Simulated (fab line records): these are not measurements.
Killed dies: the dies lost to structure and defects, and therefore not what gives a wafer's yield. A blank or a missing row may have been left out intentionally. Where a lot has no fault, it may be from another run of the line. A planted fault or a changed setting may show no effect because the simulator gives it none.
Chamber matching | flow n5-finfet | 4 sister chambers for N5_BEOL_M5_ETCH_72 on rie-diel-01
The step etches underlayer in N2/H2, target depth 6.5 nm, time 5.2 s. 4 wafers are shown with their chamber, then 11 later ones without.

## WAFERS WITH THEIR CHAMBER
wafer  | chamber | throttle-valve-pct (%)
L087.4 | 2       | 18.2
L087.5 | 3       | 17.3
L091.6 | 1       | 18.0
L092.3 | 0       | 17.4

## WAFERS MISSING THEIR CHAMBER
wafer  | throttle-valve-pct (%)
L092.4 | 17.5
L092.5 | 18.0
L094.1 | 17.4
L094.2 | 18.0
L094.5 | 17.3
L095.1 | 17.4
L095.5 | 18.0
L095.6 | 17.3
L097.1 | 17.5
L097.3 | 17.8
L097.5 | 17.5

## EACH ONE'S CHAMBER
wafer  | from the rows above     | in truth
L092.4 | can't be placed: 0 or 3 | 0
L092.5 | 1                       | 1
L094.1 | can't be placed: 0 or 3 | 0
L094.2 | 1                       | 1
L094.5 | can't be placed: 3 or 0 | 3
L095.1 | can't be placed: 0 or 3 | 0
L095.5 | 1                       | 1
L095.6 | can't be placed: 3 or 0 | 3
L097.1 | can't be placed: 0 or 3 | 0
L097.3 | 1                       | 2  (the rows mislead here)
L097.5 | can't be placed: 0 or 3 | 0
Correct placement for 3 of the 11. Cannot be placed on the basis of these rows: 7; the candidates contain the true chamber in 7. Number placed wrongly: 1.
How it was worked out, from the rows above alone: a wafer's distance from a chamber is the root of the sum, over the readings, of the square of ((its reading less the chamber's mean) divided by the reading's scatter). The wafer belongs to the nearest chamber; if the next one is less than 2 further off, it can't be placed. A chamber's mean is the mean of its shown wafers. The scatter (one wafer shown for each chamber): square how far every hidden wafer sits from the nearest shown wafer, average those squares and take the square root.
